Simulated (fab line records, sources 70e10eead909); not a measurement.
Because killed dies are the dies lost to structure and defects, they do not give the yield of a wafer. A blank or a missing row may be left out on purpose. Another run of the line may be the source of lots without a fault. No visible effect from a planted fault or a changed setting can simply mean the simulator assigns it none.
Chamber matching	flow nandHarc	rieDiel-07 running NHARC_A_STAIRCASE_TRIM_20: 4 sister chambers
The step chemistry O2, time 211.2 s. 16 wafers are shown with their chamber, then 8 later ones without.

== WAFERS, EACH WITH ITS CHAMBER ==
wafer	chamber	drypumpMotorCurrentA (A)	showerheadPlenumPTorr (Torr)	oesProductAu (a.u.)
L075.2	1	6.7	3.52	1.015
L075.3	0	5.3	3.62	1.010
L075.5	0	5.3	3.62	1.000
L078.2	1	6.7	3.51	1.008
L078.4	0	5.3	3.62	1.001
L078.5	1	6.6	3.51	1.011
L082.1	1	6.7	3.51	1.011
L082.4	2	6.2	3.45	1.010
L082.5	0	5.3	3.61	1.013
L083.1	1	6.7	3.51	1.018
L083.5	0	5.4	3.61	1.022
L083.6	3	5.1	3.55	1.001
L084.4	0	5.3	3.61	1.013
L084.5	3	5.1	3.54	0.991
L084.6	2	6.2	3.45	0.999
L086.1	0	5.3	3.61	1.014

SIGNATURES (averages over the wafers above)
reading	chamber 0	chamber 1	chamber 2	chamber 3	scatter within a chamber
drypumpMotorCurrentA	5.314	6.680	6.200	5.100	0.0372
showerheadPlenumPTorr	3.6143	3.5120	3.4500	3.5450	0.00501
oesProductAu	1.01043	1.01260	1.00450	0.99600	0.00664
Rule: distance of a wafer from a chamber = root of the sum over the readings of ((wafer's reading minus chamber's mean) / reading's scatter) squared. If the next closest chamber is less than 2 further off than the closest, the wafer can't be placed; otherwise it belongs to the closest. How the scatter is found: for the shown wafers, subtract from each reading the mean of its chamber, square and add these, divide the total by (wafers less chambers), then take the root.

== WAFERS WITHOUT THEIR CHAMBER ==
wafer	drypumpMotorCurrentA (A)	showerheadPlenumPTorr (Torr)	oesProductAu (a.u.)
L086.2	6.2	3.45	1.007
L086.3	5.1	3.54	0.979
L087.3	5.3	3.61	1.015
L087.5	5.4	3.61	1.005
L087.6	5.1	3.54	0.978
L090.1	6.2	3.44	1.001
L090.4	5.3	3.60	1.013
L090.5	6.2	3.44	1.001

== EACH ONE'S CHAMBER ==
wafer	from the rows above	in truth
L086.2	2	2
L086.3	3	3
L087.3	0	0
L087.5	0	0
L087.6	3	3
L090.1	2	2
L090.4	0	0
L090.5	2	2
Correct placement for 8 of the 8. Not placeable from these rows: 0. Number placed wrongly: 0.
